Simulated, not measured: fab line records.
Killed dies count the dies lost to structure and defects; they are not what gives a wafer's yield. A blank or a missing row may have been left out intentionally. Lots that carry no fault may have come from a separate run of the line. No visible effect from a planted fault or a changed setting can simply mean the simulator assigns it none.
Commonality check across tools + flow n5Finfet + Lots sampled 10, wafers sampled 30

WHAT PROMPTED THE OPENING
N5_BEOL_M8_OVL_MEAS_29, reading V7_OVL: flagged on 2 of 10 lots. No-fault wafers: 0.0 nm, standard deviation 0.77.
Rule: a lot gets a flag if all its wafers with a number sit over 4 standard deviations from that mean, or if no wafer of it has a number. The rest of the lots are taken to be sound.

| lot  | measured     | on         | V7_OVL (nm), wafer by wafer | flag    |
|------|--------------|------------|-----------------------------|---------|
| L132 | day 9 23:26  | overlay-02 | -0.7 -0.5 -1.2              |         |
| L134 | day 9 23:37  | overlay-01 | 0.1 0.1 0.7                 |         |
| L135 | day 10 11:52 | overlay-02 | -0.3 -0.4 0.0               |         |
| L137 | day 11 08:43 | overlay-02 | -0.1 -0.4 -0.8              |         |
| L146 | day 13 04:10 | overlay-01 | 4.6 4.4 4.2                 | FLAGGED |
| L147 | day 13 11:41 | overlay-02 | 3.2 3.7 4.2                 | FLAGGED |
| L149 | day 13 21:10 | overlay-02 | 0.1 0.9 0.3                 |         |
| L150 | day 14 02:23 | overlay-01 | 0.6 0.7 0.0                 |         |
| L153 | day 14 18:29 | overlay-01 | -0.2 0.6 -0.3               |         |
| L155 | day 15 14:47 | overlay-02 | 0.2 1.4 -0.2                |         |
The numbers of the flagged lots are 4.0 nm on average: +4.0 nm against the usual, or +5 standard deviations.

WHICH TOOL RAN EACH LOT
2 process steps preceding the reading are held in the record, out of 1938 steps in the route. In each cell: the tool, then ch and the chambers that the sampled wafers went through, then the start.
| lot  | flag    | N5_BEOL_M8_HM_DEP_02        | N5_BEOL_M8_EXPOSE_25             |
|------|---------|-----------------------------|----------------------------------|
| L132 |         | pvdSputter-03, day 9 21:34  | euvScanner-01 ch 0, day 9 23:17  |
| L134 |         | pvdSputter-01, day 9 21:23  | euvScanner-02 ch 0, day 9 23:26  |
| L135 |         | pvdSputter-03, day 10 05:47 | euvScanner-01 ch 0, day 10 11:38 |
| L137 |         | pvdSputter-01, day 11 05:52 | euvScanner-02 ch 0, day 11 08:34 |
| L146 | FLAGGED | pvdSputter-01, day 13 01:50 | euvScanner-01 ch 0, day 13 04:00 |
| L147 | FLAGGED | pvdSputter-03, day 13 10:00 | euvScanner-01 ch 0, day 13 11:31 |
| L149 |         | pvdSputter-03, day 13 17:20 | euvScanner-02 ch 0, day 13 21:00 |
| L150 |         | pvdSputter-03, day 13 23:40 | euvScanner-02 ch 0, day 14 02:14 |
| L153 |         | pvdSputter-03, day 14 14:25 | euvScanner-02 ch 0, day 14 18:20 |
| L155 |         | pvdSputter-02, day 15 11:17 | euvScanner-02 ch 0, day 15 14:38 |
What the steps here do:
- N5_BEOL_M8_HM_DEP_02: deposits TiN, target thk 20 nm.
- N5_BEOL_M8_EXPOSE_25: exposes mask V7, target cd 40 nm.
- N5_BEOL_M8_OVL_MEAS_29

FLAGGED AGAINST TOTAL, ONE TOOL AT A TIME (gauges that did the reading follow at the end)
| step                   | tool          | lots run | flagged | share of the flagged lots | sound lots run after its first flagged lot |
|------------------------|---------------|----------|---------|---------------------------|--------------------------------------------|
| N5_BEOL_M8_HM_DEP_02   | pvdSputter-01 | 3        | 1       | some                      | 0                                          |
| N5_BEOL_M8_HM_DEP_02   | pvdSputter-02 | 1        | 0       | none                      | -                                          |
| N5_BEOL_M8_HM_DEP_02   | pvdSputter-03 | 6        | 1       | some                      | 3 (L149,L150,L153)                         |
| N5_BEOL_M8_EXPOSE_25   | euvScanner-01 | 4        | 2       | all                       | 0                                          |
| N5_BEOL_M8_EXPOSE_25   | euvScanner-02 | 6        | 0       | none                      | -                                          |
| N5_BEOL_M8_OVL_MEAS_29 | overlay-01    | 4        | 1       | some                      | 2 (L150,L153)                              |
| N5_BEOL_M8_OVL_MEAS_29 | overlay-02    | 6        | 1       | some                      | 2 (L149,L155)                              |

WHAT THE TABLE ALLOWS
In the table, 1 row covers all flagged lots: euvScanner-01 at N5_BEOL_M8_EXPOSE_25.
- euvScanner-01 at N5_BEOL_M8_EXPOSE_25: 2 of its 4 lots flagged. Its last sound lot is L135 (day 10 11:38), its first flagged lot L146 (day 13 04:00): a fault that began between those two fits.
Just one tool remains: euvScanner-01 at N5_BEOL_M8_EXPOSE_25.

WHAT THE SIMULATOR HAD INSERTED
Scanner matching overlay: euvScanner-01, from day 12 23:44 on, at N5_BEOL_M8_EXPOSE_25. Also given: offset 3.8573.
Shown lots that were struck: L146, L147. Same finding as the rule above.
